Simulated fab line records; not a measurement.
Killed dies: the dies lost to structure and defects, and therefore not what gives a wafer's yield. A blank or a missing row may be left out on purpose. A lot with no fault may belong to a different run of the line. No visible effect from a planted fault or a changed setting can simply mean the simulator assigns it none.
The tool behind it: which one? | flow n5_finfet | 66 wafers from 22 lots sampled at 6 of the route's 1938 steps

== WHAT EACH GAUGE READ, for each wafer ==
Not one reading of a measure or inspect step in the record can be checked against a usual standard deviation.

== WHICH TOOL RAN EACH LOT (tool, then ch and the chambers of the sampled wafers, then the start) ==
lot  | N5_GATE_CUT_STRIP_59               | N5_GATE_CUT_ETCH_37                | N5_GATE_CUT_STRIP_41               | N5_GATE_CUT_CUT_ETCH_55           | N5_GATE_CUT_ETCH_47               | N5_GATE_CUT_STRIP_21
L074 | rie_diel-03 ch 0,1,2, day 4 10:56  | rie_diel-03 ch 0,1,2, day 4 14:17  | rie_diel-03 ch 0,1,2, day 4 14:26  | rie_metal-03 ch 0,1, day 4 14:43  | rie_metal-03 ch 0,1, day 4 14:45  | plasma_asher-02 ch 0,1, day 4 14:53
L075 | rie_diel-02 ch 0,1,2, day 4 13:01  | rie_diel-02 ch 0,2,3, day 4 16:45  | rie_diel-02 ch 0,2,3, day 4 16:53  | rie_metal-01 ch 0,1, day 4 17:11  | rie_metal-01 ch 0,1, day 4 17:13  | plasma_asher-01 ch 0,1, day 4 17:21
L076 | rie_diel-02 ch 1,2, day 4 19:49    | rie_diel-02 ch 0,1,2, day 4 23:10  | rie_diel-02 ch 0,1,2, day 4 23:19  | rie_metal-03 ch 0,1, day 4 23:37  | rie_metal-03 ch 0,1, day 4 23:39  | plasma_asher-02 ch 0,1, day 4 23:48
L077 | rie_diel-03 ch 0,2,3, day 5 01:53  | rie_diel-02 ch 0,1,3, day 5 06:05  | rie_diel-02 ch 0,1,3, day 5 06:14  | rie_metal-03 ch 0,1, day 5 06:31  | rie_metal-03 ch 0,1, day 5 06:32  | plasma_asher-01 ch 0,1, day 5 06:41
L078 | rie_diel-02 ch 0,1,3, day 5 08:52  | rie_diel-02 ch 1,2,3, day 5 12:17  | rie_diel-02 ch 1,2,3, day 5 12:26  | rie_metal-02 ch 0,1, day 5 12:44  | rie_metal-02 ch 0,1, day 5 12:46  | plasma_asher-02 ch 0,1, day 5 12:54
L079 | rie_diel-02 ch 1,2,3, day 5 15:25  | rie_diel-02 ch 0,1,3, day 5 18:47  | rie_diel-02 ch 0,1,3, day 5 18:55  | rie_metal-03 ch 0,1, day 5 19:13  | rie_metal-03 ch 0,1, day 5 19:14  | plasma_asher-02 ch 0, day 5 19:23
L080 | rie_diel-03 ch 0,1,3, day 5 22:50  | rie_diel-06 ch 2,3, day 6 02:47    | rie_diel-06 ch 2,3, day 6 02:56    | rie_metal-01 ch 0,1, day 6 03:14  | rie_metal-01 ch 0,1, day 6 03:16  | plasma_asher-01 ch 0,1, day 6 03:25
L081 | rie_diel-03 ch 0,2,3, day 6 02:20  | rie_diel-06 ch 1,3, day 6 05:49    | rie_diel-06 ch 1,3, day 6 05:58    | rie_metal-01 ch 0,1, day 6 06:16  | rie_metal-01 ch 0,1, day 6 06:17  | plasma_asher-02 ch 0,1, day 6 06:26
L082 | rie_diel-06 ch 0,1,2, day 6 05:40  | rie_diel-02 ch 1,2,3, day 6 09:20  | rie_diel-02 ch 1,2,3, day 6 09:28  | rie_metal-02 ch 0,1, day 6 09:46  | rie_metal-02 ch 0,1, day 6 09:47  | plasma_asher-02 ch 0,1, day 6 09:56
L083 | rie_diel-03 ch 0,1, day 6 12:08    | rie_diel-03 ch 2,3, day 6 15:36    | rie_diel-03 ch 2,3, day 6 15:45    | rie_metal-01 ch 0,1, day 6 16:04  | rie_metal-01 ch 0,1, day 6 16:07  | plasma_asher-01 ch 0,1, day 6 16:17
L084 | rie_diel-02 ch 0,2,3, day 6 19:30  | rie_diel-03 ch 0,1,3, day 6 22:53  | rie_diel-03 ch 0,1,3, day 6 23:02  | rie_metal-02 ch 0,1, day 6 23:19  | rie_metal-02 ch 0,1, day 6 23:20  | plasma_asher-01 ch 0,1, day 6 23:29
L085 | rie_diel-02 ch 1,2,3, day 7 05:05  | rie_diel-03 ch 0,1,3, day 7 08:54  | rie_diel-03 ch 0,1,3, day 7 09:02  | rie_metal-02 ch 0,1, day 7 09:20  | rie_metal-02 ch 0,1, day 7 09:22  | plasma_asher-02 ch 0, day 7 09:30
L086 | rie_diel-02 ch 0,3, day 7 12:47    | rie_diel-02 ch 0,1,2, day 7 16:11  | rie_diel-02 ch 0,1,2, day 7 16:20  | rie_metal-03 ch 0,1, day 7 16:37  | rie_metal-03 ch 0,1, day 7 16:39  | plasma_asher-01 ch 0,1, day 7 16:47
L088 | rie_diel-03 ch 2,3, day 7 21:41    | rie_diel-02 ch 2,3, day 8 01:25    | rie_diel-02 ch 2,3, day 8 01:34    | rie_metal-02 ch 0,1, day 8 01:51  | rie_metal-02 ch 0,1, day 8 01:53  | plasma_asher-01 ch 0,1, day 8 02:01
L087 | rie_diel-03 ch 1,2,3, day 7 22:25  | rie_diel-06 ch 0,1,3, day 8 02:01  | rie_diel-06 ch 0,1,3, day 8 02:09  | rie_metal-03 ch 0,1, day 8 02:26  | rie_metal-03 ch 0,1, day 8 02:28  | plasma_asher-01 ch 0,1, day 8 02:37
L089 | rie_diel-06 ch 0,1, day 8 10:45    | rie_diel-03 ch 0,2,3, day 8 14:07  | rie_diel-03 ch 0,2,3, day 8 14:15  | rie_metal-01 ch 0,1, day 8 14:32  | rie_metal-01 ch 0,1, day 8 14:34  | plasma_asher-02 ch 0,1, day 8 14:43
L090 | rie_diel-03 ch 0,1,3, day 8 17:15  | rie_diel-02 ch 0,3, day 8 21:03    | rie_diel-02 ch 0,3, day 8 21:12    | rie_metal-03 ch 0,1, day 8 21:29  | rie_metal-03 ch 0,1, day 8 21:31  | plasma_asher-02 ch 0,1, day 8 21:40
L091 | rie_diel-03 ch 2,3, day 8 21:17    | rie_diel-03 ch 0,2,3, day 9 00:42  | rie_diel-03 ch 0,2,3, day 9 00:51  | rie_metal-02 ch 0,1, day 9 01:08  | rie_metal-02 ch 0,1, day 9 01:10  | plasma_asher-01 ch 0,1, day 9 01:24
L092 | rie_diel-06 ch 1,2,3, day 9 01:50  | rie_diel-06 ch 2,3, day 9 05:11    | rie_diel-06 ch 2,3, day 9 05:20    | rie_metal-01 ch 0,1, day 9 05:37  | rie_metal-01 ch 0,1, day 9 05:39  | plasma_asher-02 ch 0,1, day 9 05:48
L094 | rie_diel-02 ch 2,3, day 9 13:04    | rie_diel-02 ch 0,2,3, day 9 16:38  | rie_diel-02 ch 0,2,3, day 9 16:47  | rie_metal-03 ch 0,1, day 9 17:04  | rie_metal-03 ch 0,1, day 9 17:06  | plasma_asher-02 ch 0,1, day 9 17:14
L095 | rie_diel-03 ch 1,2,3, day 9 15:36  | rie_diel-06 ch 0,1,3, day 9 19:08  | rie_diel-06 ch 0,1,3, day 9 19:17  | rie_metal-03 ch 0,1, day 9 19:34  | rie_metal-03 ch 0,1, day 9 19:35  | plasma_asher-02 ch 0,1, day 9 19:44
L097 | rie_diel-02 ch 0,2,3, day 10 03:56 | rie_diel-02 ch 0,1,3, day 10 07:27 | rie_diel-02 ch 0,1,3, day 10 07:35 | rie_metal-02 ch 0,1, day 10 07:53 | rie_metal-02 ch 0,1, day 10 07:55 | plasma_asher-01 ch 0,1, day 10 08:04
- N5_GATE_CUT_STRIP_59: strips in N2/H2, time 20 s.
- N5_GATE_CUT_ETCH_37: etches SOC in N2/H2, target depth 60 nm, overetch 12 nm, time 90 s.
- N5_GATE_CUT_STRIP_41: strips in CF4.
- N5_GATE_CUT_CUT_ETCH_55: etches HfO2 in BCl3, target depth 3.2 nm.
- N5_GATE_CUT_ETCH_47: etches SiO2 in Cl2/BCl3, target depth 10 nm.
- N5_GATE_CUT_STRIP_21: strips in N2/H2, time 30 s.

== AS READ BY THE TOOLS THEMSELVES (means over the sampled wafers that have a number; for cases with no such wafer, the mark the record gives instead) ==
N5_GATE_CUT_STRIP_59. Usual: drypump_motor_current_A 6.0 A, standard deviation 0.45; oes_product_au 0.80 a.u., standard deviation 0.1; rf_vpp_V 45.3 V, standard deviation 0.87; showerhead_plenum_p_Torr 3.37 Torr, standard deviation 0.092; throttle_valve_pct 12.2 %, standard deviation 0.33.
lot  | tool        | drypump_motor_current_A (A) | oes_product_au (a.u.) | rf_vpp_V (V) | showerhead_plenum_p_Torr (Torr) | throttle_valve_pct (%) | flag
L074 | rie_diel-03 | 6.2                         | 0.73                  | 45.0         | 3.33                            | 12.3                   |
L075 | rie_diel-02 | 6.3                         | 0.76                  | 46.1         | 3.42                            | 12.3                   |
L076 | rie_diel-02 | 6.3                         | 0.74                  | 45.5         | 3.39                            | 12.6                   |
L077 | rie_diel-03 | 6.2                         | 0.70                  | 45.1         | 3.42                            | 12.3                   |
L078 | rie_diel-02 | 6.1                         | 0.81                  | 45.9         | 3.40                            | 11.9                   |
L079 | rie_diel-02 | 6.0                         | 0.81                  | 44.4         | 3.37                            | 12.2                   |
L080 | rie_diel-03 | 5.9                         | 0.72                  | 45.1         | 3.34                            | 12.4                   |
L081 | rie_diel-03 | 6.2                         | 0.70                  | 45.2         | 3.42                            | 12.4                   |
L082 | rie_diel-06 | 5.6                         | 0.77                  | 44.9         | 3.39                            | 12.4                   |
L083 | rie_diel-03 | 5.9                         | 0.75                  | 45.6         | 3.25                            | 12.3                   |
L084 | rie_diel-02 | 5.9                         | 0.76                  | 45.6         | 3.37                            | 12.2                   |
L085 | rie_diel-02 | 6.0                         | 0.79                  | 45.6         | 3.36                            | 12.2                   |
L086 | rie_diel-02 | 5.9                         | 0.75                  | 46.1         | 3.40                            | 11.9                   |
L088 | rie_diel-03 | 6.3                         | 0.88                  | 45.4         | 3.44                            | 12.0                   |
L087 | rie_diel-03 | 6.0                         | 0.81                  | 46.0         | 3.36                            | 12.2                   |
L089 | rie_diel-06 | 5.9                         | 0.88                  | 44.6         | 3.40                            | 12.2                   |
L090 | rie_diel-03 | 5.9                         | 0.81                  | 46.2         | 3.33                            | 12.2                   |
L091 | rie_diel-03 | 6.0                         | 0.77                  | 46.1         | 3.45                            | 12.2                   |
L092 | rie_diel-06 | 5.4                         | 0.87                  | 44.7         | 3.42                            | 12.1                   |
L094 | rie_diel-02 | 5.6                         | 0.88                  | 45.9         | 3.31                            | 12.0                   |
L095 | rie_diel-03 | 6.0                         | 0.79                  | 45.8         | 3.35                            | 12.2                   |
L097 | rie_diel-02 | 5.9                         | 0.83                  | 44.8         | 3.36                            | 12.1                   |

N5_GATE_CUT_ETCH_37. Usual: drypump_motor_current_A 5.9 A, standard deviation 0.47; oes_product_au 0.71 a.u., standard deviation 0.079; rf_vpp_V 524.2 V, standard deviation 2.2; showerhead_plenum_p_Torr 2.55 Torr, standard deviation 0.07; throttle_valve_pct 17.8 %, standard deviation 0.37.
lot  | tool        | drypump_motor_current_A (A) | oes_product_au (a.u.) | rf_vpp_V (V) | showerhead_plenum_p_Torr (Torr) | throttle_valve_pct (%) | flag
L074 | rie_diel-03 | 6.2                         | 0.64                  | 523.7        | 2.51                            | 17.8                   |
L075 | rie_diel-02 | 5.9                         | 0.69                  | 523.1        | 2.55                            | 17.8                   |
L076 | rie_diel-02 | 6.3                         | 0.68                  | 524.3        | 2.58                            | 17.8                   |
L077 | rie_diel-02 | 6.0                         | 0.72                  | 524.5        | 2.56                            | 17.5                   |
L078 | rie_diel-02 | 6.0                         | 0.72                  | 522.8        | 2.53                            | 17.9                   |
L079 | rie_diel-02 | 6.1                         | 0.72                  | 524.7        | 2.56                            | 17.5                   |
L080 | rie_diel-06 | 5.4                         | 0.74                  | 525.3        | 2.61                            | 17.9                   |
L081 | rie_diel-06 | 5.4                         | 0.76                  | 526.9        | 2.64                            | 17.6                   |
L082 | rie_diel-02 | 6.0                         | 0.72                  | 523.6        | 2.53                            | 17.9                   |
L083 | rie_diel-03 | 6.3                         | 0.62                  | 526.5        | 2.60                            | 17.9                   |
L084 | rie_diel-03 | 5.9                         | 0.64                  | 523.0        | 2.51                            | 17.9                   |
L085 | rie_diel-03 | 5.9                         | 0.63                  | 523.5        | 2.51                            | 17.9                   |
L086 | rie_diel-02 | 6.3                         | 0.66                  | 524.3        | 2.57                            | 17.9                   |
L088 | rie_diel-02 | 5.8                         | 0.67                  | 523.0        | 2.51                            | 18.2                   |
L087 | rie_diel-06 | 5.7                         | 0.80                  | 524.9        | 2.60                            | 17.7                   |
L089 | rie_diel-03 | 6.2                         | 0.79                  | 524.7        | 2.57                            | 17.6                   |
L090 | rie_diel-02 | 5.6                         | 0.70                  | 522.6        | 2.52                            | 17.5                   |
L091 | rie_diel-03 | 6.2                         | 0.77                  | 524.0        | 2.57                            | 17.6                   |
L092 | rie_diel-06 | 5.4                         | 0.71                  | 525.8        | 2.60                            | 18.0                   |
L094 | rie_diel-02 | 5.9                         | 0.74                  | 523.4        | 2.53                            | 17.7                   |
L095 | rie_diel-06 | 5.7                         | 0.78                  | 524.5        | 2.59                            | 17.7                   |
L097 | rie_diel-02 | 6.1                         | 0.69                  | 523.8        | 2.54                            | 17.5                   |

N5_GATE_CUT_STRIP_41. Usual: drypump_motor_current_A 5.9 A, standard deviation 0.47; oes_product_au 0.183 a.u., standard deviation 0.021; rf_vpp_V 271.2 V, standard deviation 1.3; showerhead_plenum_p_Torr 1.81 Torr, standard deviation 0.048; throttle_valve_pct 13.59 %, standard deviation 0.3.
lot  | tool        | drypump_motor_current_A (A) | oes_product_au (a.u.) | rf_vpp_V (V) | showerhead_plenum_p_Torr (Torr) | throttle_valve_pct (%) | flag
L074 | rie_diel-03 | 6.2                         | 0.167                 | 270.1        | 1.78                            | 13.73                  |
L075 | rie_diel-02 | 5.9                         | 0.179                 | 271.2        | 1.81                            | 13.61                  |
L076 | rie_diel-02 | 6.3                         | 0.173                 | 270.7        | 1.83                            | 13.62                  |
L077 | rie_diel-02 | 6.1                         | 0.187                 | 270.5        | 1.83                            | 13.40                  |
L078 | rie_diel-02 | 6.0                         | 0.187                 | 271.3        | 1.79                            | 13.56                  |
L079 | rie_diel-02 | 6.1                         | 0.189                 | 271.2        | 1.82                            | 13.41                  |
L080 | rie_diel-06 | 5.4                         | 0.191                 | 271.7        | 1.85                            | 13.72                  |
L081 | rie_diel-06 | 5.4                         | 0.197                 | 271.8        | 1.85                            | 13.40                  |
L082 | rie_diel-02 | 6.0                         | 0.186                 | 270.4        | 1.78                            | 13.57                  |
L083 | rie_diel-03 | 6.3                         | 0.159                 | 272.7        | 1.84                            | 13.86                  |
L084 | rie_diel-03 | 5.9                         | 0.160                 | 272.1        | 1.78                            | 13.77                  |
L085 | rie_diel-03 | 5.9                         | 0.165                 | 271.0        | 1.78                            | 13.78                  |
L086 | rie_diel-02 | 6.3                         | 0.170                 | 271.1        | 1.82                            | 13.65                  |
L088 | rie_diel-02 | 5.8                         | 0.171                 | 270.2        | 1.77                            | 13.80                  |
L087 | rie_diel-06 | 5.6                         | 0.207                 | 271.9        | 1.83                            | 13.41                  |
L089 | rie_diel-03 | 6.2                         | 0.201                 | 271.5        | 1.81                            | 13.37                  |
L090 | rie_diel-02 | 5.6                         | 0.179                 | 270.8        | 1.80                            | 13.46                  |
L091 | rie_diel-03 | 6.2                         | 0.199                 | 272.1        | 1.81                            | 13.38                  |
L092 | rie_diel-06 | 5.3                         | 0.183                 | 272.4        | 1.84                            | 13.76                  |
L094 | rie_diel-02 | 5.9                         | 0.193                 | 271.0        | 1.80                            | 13.48                  |
L095 | rie_diel-06 | 5.6                         | 0.205                 | 272.0        | 1.82                            | 13.42                  |
L097 | rie_diel-02 | 6.1                         | 0.174                 | 270.7        | 1.81                            | 13.50                  |

N5_GATE_CUT_CUT_ETCH_55. Usual: drypump_motor_current_A 5.7 A, standard deviation 0.44; oes_product_au 0.78 a.u., standard deviation 0.087; throttle_valve_pct 33.5 %, standard deviation 0.45.
lot  | tool         | drypump_motor_current_A (A) | oes_product_au (a.u.) | throttle_valve_pct (%) | flag
L074 | rie_metal-03 | 6.0                         | 0.76                  | 33.5                   |
L075 | rie_metal-01 | 5.4                         | 0.80                  | 33.3                   |
L076 | rie_metal-03 | 5.9                         | 0.85                  | 33.7                   |
L077 | rie_metal-03 | 6.0                         | 0.75                  | 33.5                   |
L078 | rie_metal-02 | 6.0                         | 0.76                  | 33.9                   |
L079 | rie_metal-03 | 5.9                         | 0.75                  | 33.5                   |
L080 | rie_metal-01 | 5.4                         | 0.78                  | 33.3                   |
L081 | rie_metal-01 | 5.1                         | 0.80                  | 33.1                   |
L082 | rie_metal-02 | 6.1                         | 0.76                  | 33.9                   |
L083 | rie_metal-01 | 5.4                         | 0.78                  | 33.3                   |
L084 | rie_metal-02 | 6.1                         | 0.75                  | 33.8                   |
L085 | rie_metal-02 | 6.2                         | 0.78                  | 33.4                   |
L086 | rie_metal-03 | 5.9                         | 0.81                  | 33.7                   |
L088 | rie_metal-02 | 6.2                         | 0.77                  | 33.4                   |
L087 | rie_metal-03 | 5.9                         | 0.73                  | 33.5                   |
L089 | rie_metal-01 | 5.4                         | 0.77                  | 33.3                   |
L090 | rie_metal-03 | 6.0                         | 0.72                  | 33.5                   |
L091 | rie_metal-02 | 6.2                         | 0.77                  | 33.4                   |
L092 | rie_metal-01 | 5.1                         | 0.79                  | 33.1                   |
L094 | rie_metal-03 | 5.9                         | 0.80                  | 33.7                   |
L095 | rie_metal-03 | 5.8                         | 0.79                  | 33.7                   |
L097 | rie_metal-02 | 6.0                         | 0.74                  | 33.9                   |

N5_GATE_CUT_ETCH_47. Usual: drypump_motor_current_A 5.7 A, standard deviation 0.44; mfc_cl2_sccm 53.22 sccm, standard deviation 0.17; oes_product_au 0.78 a.u., standard deviation 0.087; throttle_valve_pct 22.93 %, standard deviation 0.18.
lot  | tool         | drypump_motor_current_A (A) | mfc_cl2_sccm (sccm) | oes_product_au (a.u.) | throttle_valve_pct (%) | flag
L074 | rie_metal-03 | 5.9                         | 53.01               | 0.75                  | 22.88                  |
L075 | rie_metal-01 | 5.4                         | 53.19               | 0.79                  | 22.80                  |
L076 | rie_metal-03 | 5.9                         | 53.34               | 0.85                  | 22.92                  |
L077 | rie_metal-03 | 6.0                         | 53.08               | 0.74                  | 22.89                  |
L078 | rie_metal-02 | 6.1                         | 53.01               | 0.76                  | 23.17                  |
L079 | rie_metal-03 | 6.0                         | 53.26               | 0.74                  | 22.89                  |
L080 | rie_metal-01 | 5.4                         | 53.25               | 0.78                  | 22.81                  |
L081 | rie_metal-01 | 5.1                         | 53.09               | 0.81                  | 22.71                  |
L082 | rie_metal-02 | 6.1                         | 53.03               | 0.76                  | 23.17                  |
L083 | rie_metal-01 | 5.4                         | 53.40               | 0.78                  | 22.81                  |
L084 | rie_metal-02 | 6.0                         | 53.46               | 0.76                  | 23.17                  |
L085 | rie_metal-02 | 6.2                         | 53.23               | 0.78                  | 23.13                  |
L086 | rie_metal-03 | 5.9                         | 53.28               | 0.81                  | 22.93                  |
L088 | rie_metal-02 | 6.2                         | 53.37               | 0.78                  | 23.12                  |
L087 | rie_metal-03 | 6.0                         | 53.19               | 0.73                  | 22.91                  |
L089 | rie_metal-01 | 5.4                         | 53.34               | 0.77                  | 22.83                  |
L090 | rie_metal-03 | 6.0                         | 53.29               | 0.72                  | 22.90                  |
L091 | rie_metal-02 | 6.2                         | 53.26               | 0.77                  | 23.13                  |
L092 | rie_metal-01 | 5.1                         | 53.32               | 0.79                  | 22.73                  |
L094 | rie_metal-03 | 5.9                         | 53.03               | 0.79                  | 22.94                  |
L095 | rie_metal-03 | 5.9                         | 53.35               | 0.79                  | 22.95                  |
L097 | rie_metal-02 | 6.1                         | 53.22               | 0.74                  | 23.20                  |

N5_GATE_CUT_STRIP_21. Usual: drypump_motor_current_A 5.9 A, standard deviation 0.83; heater_power_w 326 W, standard deviation 12.
lot  | tool            | drypump_motor_current_A (A) | heater_power_w (W) | flag
L074 | plasma_asher-02 | 6.1                         | 325                |
L075 | plasma_asher-01 | 5.8                         | 339                |
L076 | plasma_asher-02 | 5.4                         | 320                |
L077 | plasma_asher-01 | 5.8                         | 334                |
L078 | plasma_asher-02 | 6.1                         | 318                |
L079 | plasma_asher-02 | 6.7                         | 329                |
L080 | plasma_asher-01 | 5.8                         | 340                |
L081 | plasma_asher-02 | 5.5                         | 319                |
L082 | plasma_asher-02 | 6.1                         | 325                |
L083 | plasma_asher-01 | 5.8                         | 336                |
L084 | plasma_asher-01 | 5.8                         | 335                |
L085 | plasma_asher-02 | 6.8                         | 331                |
L086 | plasma_asher-01 | 5.8                         | 330                |
L088 | plasma_asher-01 | 5.8                         | 337                |
L087 | plasma_asher-01 | 5.8                         | 332                |
L089 | plasma_asher-02 | 5.4                         | 317                |
L090 | plasma_asher-02 | 6.1                         | 325                |
L091 | plasma_asher-01 | 6.1                         | 330                |
L092 | plasma_asher-02 | 5.4                         | 315                |
L094 | plasma_asher-02 | 6.1                         | 324                |
L095 | plasma_asher-02 | 6.1                         | 320                |
L097 | plasma_asher-01 | 5.8                         | 331                |

== THE ANSWER, worked out from the rows above alone ==
Rule: a lot counts as off when the mean over its wafers that have a number is more than 3 standard deviations away from the usual mean. Also off: a lot with no number at a reading for which 4 or more lots have one. Any other lot the step has rows for is counted as sound. After the gauges, taken in route order, come the tools' own readings; for these a lot's mean is taken, as printed above. At the first step where some lot is off, the reading lying furthest off is the one used; lots without a number count as furthest.
Nothing can be told from this: no lot is off at any reading shown.

== WHAT THE SIMULATOR PUT IN ==
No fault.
